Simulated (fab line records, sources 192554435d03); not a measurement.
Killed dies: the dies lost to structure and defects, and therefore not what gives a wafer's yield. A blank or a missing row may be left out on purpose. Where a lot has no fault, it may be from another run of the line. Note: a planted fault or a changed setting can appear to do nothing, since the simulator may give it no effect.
Problem report in the 8D (eight disciplines) form, filled by code | flow n5_finfet | the parts of the form that need people (team, actions taken, sign-off) are left out
Where a reading is given only as a bound, like >300, the bound stands for it, and a mean or a difference that rests on one is marked > or <: the true number lies beyond.

== 1. THE ISSUE ==
raw_defect_count at N5_HKMG_FIN_INSPECT_14 reads a mean of >300 on 9 wafers of 3 lots; wafers without a fault read 2.1 with a standard deviation of 1.4. So: +99 or more standard deviations from the usual mean.
The step: inspects for defects (macro).
First observed at day 5 19:38: wafer L603.4, on defect_inspect-02. The record has a number at this step for 21 wafers belonging to 7 lots. Rule for "out", or "out of limits": more than 4 standard deviations from the usual mean. The rest of the wafers with a number are treated as sound.

== 2. WHAT IT IS AND WHAT IT IS NOT ==
question                    | is                                   | is not
which readings at this step | raw_defect_count                     | -
which lots                  | L603, L604, L605                     | L598, L599, L610, L611
which wafers of those lots  | all that have a number               | -
read on which gauges        | defect_inspect-01, defect_inspect-02 | -
when                        | from day 5 19:38                     | up to then (6 sound wafers); but 6 sound wafers of L610, L611 came after

== 3. THE SUSPECTS, EACH WITH WHAT RULES IT OUT ==
Counting: a tool at any process step up to the reading remains a suspect when it ran all the lots that are out and ran no sound lot after the first of those.
- the gauge at N5_HKMG_FIN_INSPECT_14 has been ruled out. Those wafers that are out were read across 2 gauges (defect_inspect-01, defect_inspect-02).
- thermal_cvd_si-01 at N5_HKMG_FIN_CVD_62 (deposits a-Si from Si2H6, target thk 3 nm, time 20.8 s): ruled out as a lasting fault. After its first lot that is out, L603 (day 5 17:56), sound lots L611 ran on it.
- wet_bench-06 at N5_HKMG_FIN_PRECLEAN_64 (cleans in dHF, time 30 s): kept. It ran every lot that is out, first L603 (day 5 18:19), and no sound lot after that; its last sound lot up to then is L599 (day 4 13:10).
Remaining after the count: wet_bench-06 at N5_HKMG_FIN_PRECLEAN_64.

== 4. THE CAUSE (what the simulator had put in) ==
Chamber particle source: wet_bench-06, from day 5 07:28 on, at N5_HKMG_FIN_PRECLEAN_64. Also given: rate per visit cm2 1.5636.
After counting, this tool was the only one left.

== 5. SEQUENCE OF EFFECTS, ordered by route ==
Each row: a reading whose mean over the struck wafers that have a number lies more than 3 standard deviations from the usual. Scope: only readings with a usual standard deviation given in the record; hours: median across lots of the time from each lot's start at the first step in this table that gives one to its start at this step; sigmas: change in usual standard deviations.
hours | step                   | reading          | usual | on struck wafers | change | sigmas
0     | N5_HKMG_FIN_INSPECT_14 | raw_defect_count | 2.1   | >300             | >+298  | +99 or more
At these later measuring or inspecting steps, every struck wafer for which the step has a row has a number for every such reading, and none has moved that far: N5_BEOL_M4_RC_MEAS_101.

== 6. WHAT WOULD HAVE CAUGHT IT SOONER ==
Counted from the fault's start at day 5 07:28, it took 12 hours until the first out-of-limits reading at a measuring or inspecting step in this record, taken at day 5 19:38.
Of the lots that are out (3), L605, L604 began N5_HKMG_FIN_PRECLEAN_64 on wet_bench-06 after day 5 19:38. A hold on the tool at that time would have spared those 2.
